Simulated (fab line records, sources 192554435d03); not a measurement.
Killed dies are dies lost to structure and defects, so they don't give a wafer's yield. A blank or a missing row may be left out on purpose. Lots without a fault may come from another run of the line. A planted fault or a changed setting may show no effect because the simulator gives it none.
Problem report in the 8D (eight disciplines) form, filled by code | flow n5_finfet | the parts of the form that need people (team, actions taken, sign-off) are left out

1. THE PROBLEM
spin_speed_rpm at N5_DUMMY_GATE_COAT_34 reads a mean of 1170.8 rpm on 6 wafers of 2 lots; wafers without a fault read 1499.8 rpm with a standard deviation of 0.99. That is -99 or more standard deviations from the usual mean.
The step: time 60 s, resist thk 60 nm.
First seen on wafer L747.1, day 6 23:32, on litho_track-01. The record holds 12 wafers of 4 lots with a number at this step. Rule for "out", or "out of limits": more than 4 standard deviations from the usual mean. The other wafers with a number count as sound.

2. WHAT IT IS AND WHAT IT IS NOT
question                    | is                     | is not
which readings at this step | spin_speed_rpm         | dispense_pressure_kPa
which lots                  | L747, L748             | L735, L749
which wafers of those lots  | all that have a number | -
read on which tools         | litho_track-01         | litho_track-03
when                        | from day 6 23:32       | up to then (3 sound wafers); but 3 sound wafers of L749 came after

3. SUSPECTS, AND WHAT RULES EACH OUT
Counting: a tool at a process step up to the reading stays a suspect if it ran every lot that is out and no sound lot after the first of them.
- litho_track-01 at N5_DUMMY_GATE_COAT_34 (time 60 s, resist thk 60 nm): kept. It ran every lot that is out, first L747 (day 6 23:32), and no sound lot after that; its last sound lot up to then is L735 (day 3 22:11). Its own readings are out on those wafers: spin_speed_rpm.
Left after counting: litho_track-01 at N5_DUMMY_GATE_COAT_34.

4. THE CAUSE (what the simulator had put in)
Process parameter drift: litho_track-01, from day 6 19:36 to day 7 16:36, at N5_DUMMY_GATE_COAT_34. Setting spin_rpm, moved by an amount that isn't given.
Counting left only this tool.

5. THE CHAIN OF EFFECTS, in route order
Each row: a reading whose mean over the struck wafers that have a number lies more than 3 standard deviations from the usual. Only readings for which the record gives a usual standard deviation are gone through. hours: the time from each lot's start at the first step in this table that gives one to its start at this step, as a median over the lots. sigmas: the change in usual standard deviations.
hours | step                  | reading        | usual      | on struck wafers | change | sigmas
0     | N5_DUMMY_GATE_COAT_34 | spin_speed_rpm | 1499.8 rpm | 1170.8           | -329.0 | -99 or more
The process steps in it:
- N5_DUMMY_GATE_COAT_34: time 60 s, resist thk 60 nm.
Later measuring or inspecting steps at which every struck wafer that the step has a row for has a number for every such reading, and none has moved that far: N5_BEOL_M4_RC_MEAS_101.

6. WHAT WOULD HAVE CAUGHT IT SOONER
In this record the first reading out of limits was taken at day 6 23:32, 4 hours after the fault began at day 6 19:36.
